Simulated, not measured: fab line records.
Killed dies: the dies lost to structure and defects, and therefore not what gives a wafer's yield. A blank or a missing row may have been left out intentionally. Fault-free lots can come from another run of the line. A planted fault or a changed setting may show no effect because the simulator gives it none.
The tool behind it: which one? | flow nandHarc | 72 wafers from 24 lots sampled at 5 of the route's 1302 steps

== WHAT THE GAUGES READ, wafer by wafer ==
NHARC_A_M0_THK_MEAS_24: measures by xrf. Usual: thkNm at 114.1 nm, with a standard deviation of 1.6.
lot  | measured     | on           | thkNm (nm)        | flag
L074 | day 23 01:45 | filmMetro-01 | 114.2 114.8 115.6 | 
L076 | day 23 16:41 | filmMetro-02 | 114.7 111.4 115.0 | 
L077 | day 23 21:22 | filmMetro-01 | 116.2 112.9 114.0 | 
L078 | day 23 23:40 | filmMetro-02 | 112.9 113.6 113.3 | 
L075 | day 24 00:34 | filmMetro-02 | 108.9 111.9 111.7 | 
L079 | day 24 06:41 | filmMetro-01 | 113.7 112.8 112.9 | 
L080 | day 25 04:19 | filmMetro-02 | 113.5 113.9 112.3 | 
L082 | day 26 03:11 | filmMetro-02 | 114.2 117.0 115.0 | 
L081 | day 26 05:02 | filmMetro-02 | 114.2 112.7 116.9 | 
L085 | day 27 13:19 | filmMetro-02 | 114.4 114.7 115.3 | 
L084 | day 27 17:58 | filmMetro-01 | 115.4 114.2 117.3 | 
L083 | day 27 20:34 | filmMetro-01 | 111.1 113.3 113.7 | 
L086 | day 28 02:00 | filmMetro-01 | 116.1 115.9 114.3 | 
L087 | day 28 04:44 | filmMetro-02 | 114.7 117.5 114.5 | 
L088 | day 28 13:27 | filmMetro-01 | 110.7 115.7 114.8 | 
L089 | day 28 17:16 | filmMetro-02 | 114.3 116.0 114.9 | 
L090 | day 29 23:09 | filmMetro-02 | 117.5 114.3 112.9 | 
L092 | day 30 04:53 | filmMetro-01 | 114.5 112.1 114.9 | 
L091 | day 30 09:39 | filmMetro-01 | 112.0 115.8 113.8 | 
L093 | day 31 03:03 | filmMetro-01 | 114.3 111.0 112.1 | 
L094 | day 31 05:49 | filmMetro-01 | 115.8 116.7 114.2 | 
L095 | day 31 08:14 | filmMetro-02 | 112.0 115.2 111.2 | 
L096 | day 31 10:53 | filmMetro-01 | 113.3 116.4 114.7 | 
L097 | day 32 10:38 | filmMetro-02 | 116.1 117.8 115.7 | 

NHARC_A_M1_CD_MEAS_09: target cd 120 nm. Usual: cdNm at 119.7 nm, with a standard deviation of 0.81.
lot  | measured     | on       | cdNm (nm)         | flag
L074 | day 23 03:18 | cdSem-02 | 120.1 119.0 118.8 | 
L076 | day 23 18:11 | cdSem-03 | 120.8 121.7 119.2 | 
L077 | day 23 22:56 | cdSem-02 | 119.5 120.5 121.2 | 
L078 | day 24 01:05 | cdSem-03 | 119.5 120.2 120.2 | 
L075 | day 24 02:05 | cdSem-03 | 119.3 118.5 119.2 | 
L079 | day 24 08:16 | cdSem-03 | 120.2 119.2 119.6 | 
L080 | day 25 05:52 | cdSem-02 | 119.5 121.4 121.3 | 
L082 | day 26 04:44 | cdSem-02 | 119.1 120.1 120.9 | 
L081 | day 26 06:35 | cdSem-03 | 117.9 120.5 119.6 | 
L085 | day 27 14:51 | cdSem-03 | 119.8 120.3 119.9 | 
L084 | day 27 19:33 | cdSem-01 | 119.8 120.2 120.1 | 
L083 | day 27 22:02 | cdSem-03 | 119.5 119.6 118.4 | 
L086 | day 28 03:34 | cdSem-03 | 118.6 120.0 120.4 | 
L087 | day 28 06:30 | cdSem-03 | 118.4 120.2 117.4 | 
L088 | day 28 14:53 | cdSem-02 | 119.1 119.6 120.2 | 
L089 | day 28 18:43 | cdSem-03 | 120.3 119.3 118.9 | 
L090 | day 30 00:50 | cdSem-03 | 120.5 120.1 119.9 | 
L092 | day 30 06:40 | cdSem-01 | 117.8 119.8 118.6 | 
L091 | day 30 11:22 | cdSem-01 | 121.1 118.3 120.1 | 
L093 | day 31 04:36 | cdSem-02 | 119.8 119.3 117.6 | 
L094 | day 31 07:16 | cdSem-01 | 120.8 121.0 120.8 | 
L095 | day 31 09:48 | cdSem-01 | 118.8 118.9 118.9 | 
L096 | day 31 12:28 | cdSem-02 | 119.0 119.5 119.9 | 
L097 | day 32 12:12 | cdSem-01 | 120.9 120.3 119.5 | 

NHARC_HYBRID_BOND_OVL_MEAS_05. Usual: overlayXNm -1 nm, standard deviation 34; overlayYNm 1 nm, standard deviation 33.
lot  | measured     | on         | overlayXNm (nm) | overlayYNm (nm) | flag
L074 | day 23 20:54 | overlay-02 | 40 9 28         | -11 -2 26       | 
L076 | day 24 11:07 | overlay-01 | -42 -14 -7      | 28 27 -10       | 
L077 | day 24 16:37 | overlay-02 | -32 -22 1       | -30 -16 -25     | 
L078 | day 24 16:38 | overlay-01 | 31 -18 -27      | -24 -42 50      | 
L075 | day 24 16:38 | overlay-02 | -63 36 5        | -16 2 48        | 
L079 | day 25 03:36 | overlay-02 | 3 -36 10        | 42 22 40        | 
L080 | day 25 22:58 | overlay-01 | -43 -18 21      | 33 27 -47       | 
L082 | day 26 22:55 | overlay-02 | -61 19 -40      | -1 46 23        | 
L081 | day 26 22:55 | overlay-01 | -29 -52 2       | -26 -23 9       | 
L085 | day 28 07:46 | overlay-01 | -11 97 62       | 65 -8 -30       | 
L084 | day 28 12:31 | overlay-01 | 46 20 6         | -29 21 28       | 
L083 | day 28 12:31 | overlay-02 | 13 98 12        | -2 -54 27       | 
L086 | day 28 20:33 | overlay-01 | -54 -9 39       | -32 -2 -54      | 
L087 | day 28 20:33 | overlay-02 | 25 -7 -11       | -60 17 24       | 
L088 | day 29 12:09 | overlay-02 | -38 -19 54      | -17 2 -52       | 
L089 | day 29 12:10 | overlay-01 | 26 6 -50        | -19 -5 -19      | 
L090 | day 30 17:54 | overlay-01 | -26 -11 51      | -41 -23 8       | 
L092 | day 31 00:03 | overlay-02 | 43 20 42        | 23 72 9         | 
L091 | day 31 07:58 | overlay-02 | 12 -49 14       | -2 4 33         | 
L093 | day 31 21:26 | overlay-01 | -39 13 17       | -21 18 64       | 
L094 | day 31 21:26 | overlay-02 | 23 11 -27       | -26 -39 -2      | 
L095 | day 32 09:11 | overlay-02 | 22 42 -8        | 36 -4 -17       | 
L096 | day 32 09:11 | overlay-02 | 30 24 -2        | -2 -7 -78       | 
L097 | day 33 07:21 | overlay-02 | 11 -1 -52       | 2 -11 -73       | 

== TOOL THAT RAN EACH LOT (tool first, then ch and the chambers of the sampled wafers, then the start) ==
lot  | NHARC_A_M0_PVD_21                      | NHARC_A_BONDPAD_ETCH_12
L074 | pvdSputter-02, day 23 01:45 or earlier | rieDiel-09 ch 0,1,3, day 23 20:54 or earlier
L076 | pvdSputter-03, day 23 16:41 or earlier | rieDiel-09 ch 1,2,3, day 24 11:07 or earlier
L077 | pvdSputter-03, day 23 21:22 or earlier | rieDiel-09 ch 0,1,3, day 24 16:37 or earlier
L078 | pvdSputter-03, day 23 23:40 or earlier | rieDiel-09 ch 0,3, day 24 16:38 or earlier
L075 | pvdSputter-02, day 24 00:34 or earlier | rieDiel-09 ch 0,3, day 24 16:38 or earlier
L079 | pvdSputter-03, day 24 06:41 or earlier | rieDiel-09 ch 0,1,3, day 25 03:36 or earlier
L080 | pvdSputter-02, day 25 04:19 or earlier | rieDiel-09 ch 0,2, day 25 22:58 or earlier
L082 | pvdSputter-02, day 26 03:11 or earlier | rieDiel-09 ch 0,1,3, day 26 22:55 or earlier
L081 | pvdSputter-02, day 26 05:02 or earlier | rieDiel-09 ch 0,3, day 26 22:55 or earlier
L085 | pvdSputter-01, day 27 13:19 or earlier | rieDiel-09 ch 0,2,3, day 28 07:46 or earlier
L084 | pvdSputter-01, day 27 17:58 or earlier | rieDiel-01 ch 0,2,3, day 28 12:31 or earlier
L083 | pvdSputter-01, day 27 20:34 or earlier | rieDiel-01 ch 1,2,3, day 28 12:31 or earlier
L086 | pvdSputter-02, day 28 02:00 or earlier | rieDiel-09 ch 0,3, day 28 20:33 or earlier
L087 | pvdSputter-01, day 28 04:44 or earlier | rieDiel-09 ch 0,1,3, day 28 20:33 or earlier
L088 | pvdSputter-01, day 28 13:27 or earlier | rieDiel-09 ch 0,3, day 29 12:09 or earlier
L089 | pvdSputter-01, day 28 17:16 or earlier | rieDiel-09 ch 1,2, day 29 12:10 or earlier
L090 | pvdSputter-02, day 29 23:09 or earlier | rieDiel-09 ch 0,2,3, day 30 17:54 or earlier
L092 | pvdSputter-03, day 30 04:53 or earlier | rieDiel-01 ch 0,1,3, day 31 00:03 or earlier
L091 | pvdSputter-01, day 30 09:39 or earlier | rieDiel-09 ch 0,1, day 31 07:58 or earlier
L093 | pvdSputter-03, day 31 03:03 or earlier | rieDiel-01 ch 2,3, day 31 21:26 or earlier
L094 | pvdSputter-01, day 31 05:49 or earlier | rieDiel-01 ch 0,1,3, day 31 21:26 or earlier
L095 | pvdSputter-02, day 31 08:14 or earlier | rieDiel-09 ch 0,1, day 32 09:11 or earlier
L096 | pvdSputter-01, day 31 10:53 or earlier | rieDiel-12 ch 1,3, day 32 09:11 or earlier
L097 | pvdSputter-03, day 32 10:38 or earlier | rieDiel-09 ch 0,1,2, day 33 07:21 or earlier
- NHARC_A_M0_PVD_21: deposits Cu, target thk 30 nm, time 20.49 s.
- NHARC_A_BONDPAD_ETCH_12: etches the open film in CHF3/O2, target depth 220 nm, time 110 s.

== AS READ BY THE TOOLS THEMSELVES (means over the sampled wafers that have a number; for cases with no such wafer, the mark the record gives instead) ==
NHARC_A_M0_PVD_21. Usual: chamberPressurePa 5.000 Pa, standard deviation 0.011; throttleValvePct 29.6 %, standard deviation 0.88.
lot  | tool          | chamberPressurePa (Pa) | throttleValvePct (%) | flag
L074 | pvdSputter-02 | 5.007                  | 30.1                 | 
L076 | pvdSputter-03 | 5.001                  | 30.5                 | 
L077 | pvdSputter-03 | 5.004                  | 30.5                 | 
L078 | pvdSputter-03 | 4.991                  | 30.5                 | 
L075 | pvdSputter-02 | 5.002                  | 29.5                 | 
L079 | pvdSputter-03 | 4.991                  | 30.2                 | 
L080 | pvdSputter-02 | 5.001                  | 29.2                 | 
L082 | pvdSputter-02 | 4.998                  | 30.1                 | 
L081 | pvdSputter-02 | 5.000                  | 29.3                 | 
L085 | pvdSputter-01 | 4.999                  | 29.1                 | 
L084 | pvdSputter-01 | 4.996                  | 28.8                 | 
L083 | pvdSputter-01 | 4.995                  | 28.7                 | 
L086 | pvdSputter-02 | 5.012                  | 29.9                 | 
L087 | pvdSputter-01 | 5.000                  | 28.9                 | 
L088 | pvdSputter-01 | 5.010                  | 28.8                 | 
L089 | pvdSputter-01 | 5.007                  | 28.7                 | 
L090 | pvdSputter-02 | 5.005                  | 29.8                 | 
L092 | pvdSputter-03 | 5.006                  | 30.6                 | 
L091 | pvdSputter-01 | 5.003                  | 29.2                 | 
L093 | pvdSputter-03 | 4.990                  | 30.1                 | 
L094 | pvdSputter-01 | 4.995                  | 28.9                 | 
L095 | pvdSputter-02 | 4.997                  | 29.1                 | 
L096 | pvdSputter-01 | 4.992                  | 29.3                 | 
L097 | pvdSputter-03 | 4.998                  | 30.1                 | 

NHARC_A_BONDPAD_ETCH_12. Usual: drypumpMotorCurrentA 5.5 A, standard deviation 0.41; oesProductAu 0.939 a.u., standard deviation 0.018; rfVppV 370.7 V, standard deviation 2.2; showerheadPlenumPTorr 2.41 Torr, standard deviation 0.097; throttleValvePct 20.573 %, standard deviation 0.0084.
lot  | tool       | drypumpMotorCurrentA (A) | oesProductAu (a.u.) | rfVppV (V) | showerheadPlenumPTorr (Torr) | throttleValvePct (%) | flag
L074 | rieDiel-09 | 5.3                      | 0.961               | 371.3      | 2.44                         | 20.572               | 
L076 | rieDiel-09 | 5.4                      | 0.962               | 371.3      | 2.43                         | 20.568               | 
L077 | rieDiel-09 | 5.3                      | 0.918               | 371.8      | 2.44                         | 20.569               | 
L078 | rieDiel-09 | 5.5                      | 0.946               | 370.1      | 2.39                         | 20.585               | 
L075 | rieDiel-09 | 5.5                      | 0.953               | 370.4      | 2.39                         | 20.576               | 
L079 | rieDiel-09 | 5.3                      | 0.954               | 371.7      | 2.44                         | 20.572               | 
L080 | rieDiel-09 | 5.9                      | 0.939               | 368.4      | 2.30                         | 20.571               | 
L082 | rieDiel-09 | 5.3                      | 0.952               | 371.8      | 2.44                         | 20.571               | 
L081 | rieDiel-09 | 5.5                      | 0.955               | 370.4      | 2.39                         | 20.576               | 
L085 | rieDiel-09 | 5.6                      | 0.921               | 370.2      | 2.38                         | 20.568               | 
L084 | rieDiel-01 | 5.8                      | 0.935               | 371.4      | 2.45                         | 20.581               | 
L083 | rieDiel-01 | 5.7                      | 0.929               | 372.6      | 2.48                         | 20.565               | 
L086 | rieDiel-09 | 5.4                      | 0.936               | 371.2      | 2.47                         | 20.575               | 
L087 | rieDiel-09 | 5.3                      | 0.965               | 370.1      | 2.44                         | 20.575               | 
L088 | rieDiel-09 | 5.5                      | 0.984               | 369.6      | 2.39                         | 20.582               | 
L089 | rieDiel-09 | 5.7                      | 0.912               | 369.6      | 2.35                         | 20.579               | 
L090 | rieDiel-09 | 5.6                      | 0.968               | 370.5      | 2.38                         | 20.577               | 
L092 | rieDiel-01 | 5.3                      | 0.929               | 370.9      | 2.44                         | 20.572               | 
L091 | rieDiel-09 | 5.4                      | 0.942               | 369.9      | 2.36                         | 20.577               | 
L093 | rieDiel-01 | 6.1                      | 0.927               | 372.1      | 2.48                         | 20.570               | 
L094 | rieDiel-01 | 5.3                      | 0.925               | 370.8      | 2.44                         | 20.571               | 
L095 | rieDiel-09 | 5.2                      | 0.936               | 370.6      | 2.41                         | 20.567               | 
L096 | rieDiel-12 | 5.9                      | 0.929               | 369.8      | 2.37                         | 20.572               | 
L097 | rieDiel-09 | 5.5                      | 0.912               | 369.5      | 2.35                         | 20.579               | 

== THE ANSWER, worked out from the rows above alone ==
Rule: lot off if the mean of its wafers having a number is beyond 3 standard deviations from the usual mean. A lot without any number at a reading at which 4 lots or more have one is off too. Where the step has rows for the other lots, those lots are counted as sound. First the gauges in route order, then the tools' own readings, where a lot's mean is used as printed above. At the first step where some lot is off, the reading lying furthest off is the one used; lots without a number count as furthest.
Nothing can be told from this: no lot is off at any reading shown.

== WHAT HAD BEEN PUT IN BY THE SIMULATOR ==
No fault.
